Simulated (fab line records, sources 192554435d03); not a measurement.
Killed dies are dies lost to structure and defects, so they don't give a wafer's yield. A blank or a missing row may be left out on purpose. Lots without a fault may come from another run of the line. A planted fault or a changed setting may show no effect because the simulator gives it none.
Split-lot experiment | flow n5_finfet | 7 lots, 21 wafers read, on a route of 1938 steps

THE SPLIT
At N5_BEOL_M9_TRENCH_ETCH_37 (etches SiCOH lowk in C4F6/O2, target depth 151.43 nm, time 49 s), the setting time_s was moved away from the recipe's 49 s on 9 of the 21 wafers read, by -22.2% to -9.7%. The other wafers ran this setting at the recipe's value.

FROM THE SPLIT TO THE READING: what the file shows between them, 11 steps
- N5_BEOL_M9_ETCH_41: etches SiCN in CH3F/O2, target depth 36.6 nm, time 70.1 s
- N5_BEOL_M9_STRIP_80: strips in N2/H2, time 10 s
- N5_BEOL_M9_OCD_MEAS_38
- N5_BEOL_M9_HM_STRIP_39: strips TiN in peroxide tin strip, target depth 25 nm, time 158 s
- N5_BEOL_M9_SRD_40: time 30 s
- N5_BEOL_M9_ECD_50: material Cu, target thk 318 nm
- N5_BEOL_M9_ANNEAL_51: time 90 s
- N5_BEOL_M9_CMP_52: polishes, stops on SiCOH lowk, t overpolish 7 s, target thk 140 nm
- N5_BEOL_M9_THK_MEAS_53: measures by xrf
- N5_BEOL_M9_PRE_CLEAN_55: time 15 s
- N5_BEOL_M9_DEP_56: deposits SiCN from 3MS/NH3, target thk 15 nm, time 26.5 s

THE READING
M9_RS, in ohm/sq, at N5_BEOL_M9_RS_MEAS_57 (measures by four-point-probe). Fault-free wafers of this fab line usually give 0.149 ohm/sq, standard deviation 0.0032 ohm/sq.

wafer  | tool, chamber at the split | time_s as run, s | against the recipe | M9_RS, ohm/sq | against lot-mates on the recipe
L076.1 | rie_diel-04, 1             | 49               | recipe             | 0.146         | -
L076.2 | rie_diel-04, 3             | 49               | recipe             | 0.148         | -
L076.6 | rie_diel-04, 2             | 49               | recipe             | 0.147         | -
L078.1 | rie_diel-06, 0             | 49               | recipe             | 0.148         | -
L078.4 | rie_diel-06, 1             | 49               | recipe             | 0.156         | -
L078.5 | rie_diel-06, 3             | 49               | recipe             | 0.152         | -
L081.3 | rie_diel-03, 3             | 40.22            | -17.9%             | 0.186         | +0.038
L081.4 | rie_diel-03, 3             | 49               | recipe             | 0.148         | -
L081.6 | rie_diel-03, 0             | 40.22            | -17.9%             | 0.190         | +0.042
L084.1 | rie_diel-06, 0             | 43.73            | -10.8%             | 0.172         | +0.024
L084.4 | rie_diel-06, 2             | 49               | recipe             | 0.148         | -
L084.6 | rie_diel-06, 2             | 49               | recipe             | 0.147         | -
L085.2 | rie_diel-04, 0             | 49               | recipe             | 0.145         | -
L085.5 | rie_diel-04, 0             | 44.23            | -9.7%              | 0.166         | +0.021
L085.6 | rie_diel-04, 3             | 44.23            | -9.7%              | 0.167         | +0.022
L088.1 | rie_diel-04, 3             | 49               | recipe             | 0.149         | -
L088.5 | rie_diel-04, 0             | 38.67            | -21.1%             | 0.202         | +0.053
L088.6 | rie_diel-04, 1             | 38.67            | -21.1%             | 0.197         | +0.048
L090.1 | rie_diel-03, 3             | 49               | recipe             | 0.149         | -
L090.2 | rie_diel-03, 3             | 38.13            | -22.2%             | 0.205         | +0.056
L090.5 | rie_diel-03, 3             | 38.13            | -22.2%             | 0.206         | +0.057

THE FIT
A straight line over all 21 wafers: M9_RS changes by -0.0024 ohm/sq for each +1% of time_s; r = -0.99; the points scatter about the line by 0.0034 ohm/sq.
The same after taking each lot's own level away (the mean of its wafers on the recipe; 21 wafers): -0.00241 ohm/sq for each +1%; r = -0.99; scatter 0.0023 ohm/sq.
On that fit, the largest move of time_s shifts the reading by 0.053 ohm/sq.
The lots' own levels span 0.1450 to 0.1520 ohm/sq, that is 2.2 times the standard deviation above.
So the lot-to-lot level changes the slope little: the two slopes agree.
Check: with one of the wafers moved furthest among these (-22.2%) left out of the fit, the line predicts +0.0525 ohm/sq for it against its lot-mates. It came out at +0.056 ohm/sq against them.

OTHER SPLITS ON THESE WAFERS
These wafers also went through other splits before the reading. Each is held against what the fit with the lots' levels taken away leaves over:
other split on the same wafers | wafers away from the commonest value | r with M9_RS (lot level and that fit taken away)
N5_BEOL_M7_DESCUM_33 time_s    | 11                                   | +0.00
N5_BEOL_M9_ETCH_66 bias_w      | 5                                    | -0.08

THE WHOLE CHAIN: every reading that the file lists as answering this split, in the file's order
step                      | what it does                                                       | reading                                                                          | change (the file's fit)                | r (the file's)
N5_BEOL_M9_TRENCH_ETCH_37 | etches SiCOH lowk in C4F6/O2, target depth 151.43 nm, time 49 s    | BEOL_M9.feature_depth_nm (the simulator's own value, which no gauge read)        | +1.54 nm for each +1% of the setting   | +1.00
N5_BEOL_M9_TRENCH_ETCH_37 | etches SiCOH lowk in C4F6/O2, target depth 151.43 nm, time 49 s    | etch.depth_nm (the simulator's own value, which no gauge read)                   | +1.54 nm for each +1% of the setting   | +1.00
N5_BEOL_M9_TRENCH_ETCH_37 | etches SiCOH lowk in C4F6/O2, target depth 151.43 nm, time 49 s    | TiN_of_BEOL_M9_HM_DEP_02.thk_nm (the simulator's own value, which no gauge read) | -0.0353 nm for each +1% of the setting | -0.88
N5_BEOL_M9_OCD_MEAS_38    |                                                                    | trench_depth_nm                                                                  | +1.54 nm for each +1% of the setting   | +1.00
N5_BEOL_M9_CMP_52         | polishes, stops on SiCOH lowk, t overpolish 7 s, target thk 140 nm | Cu_of_BEOL_M9_ECD_50.thk_nm (the simulator's own value, which no gauge read)     | +1.57 nm for each +1% of the setting   | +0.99
N5_BEOL_M9_THK_MEAS_53    | measures by xrf                                                    | M9_THK                                                                           | +1.6 for each +1% of the setting       | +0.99
N5_BEOL_M9_RS_MEAS_57     | measures by four-point-probe                                       | M9_RS                                                                            | -0.00236 for each +1% of the setting   | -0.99

THE FILE'S OWN FIT
M9_RS changes by -0.00236 ohm/sq for each +1% of time_s, r = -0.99.
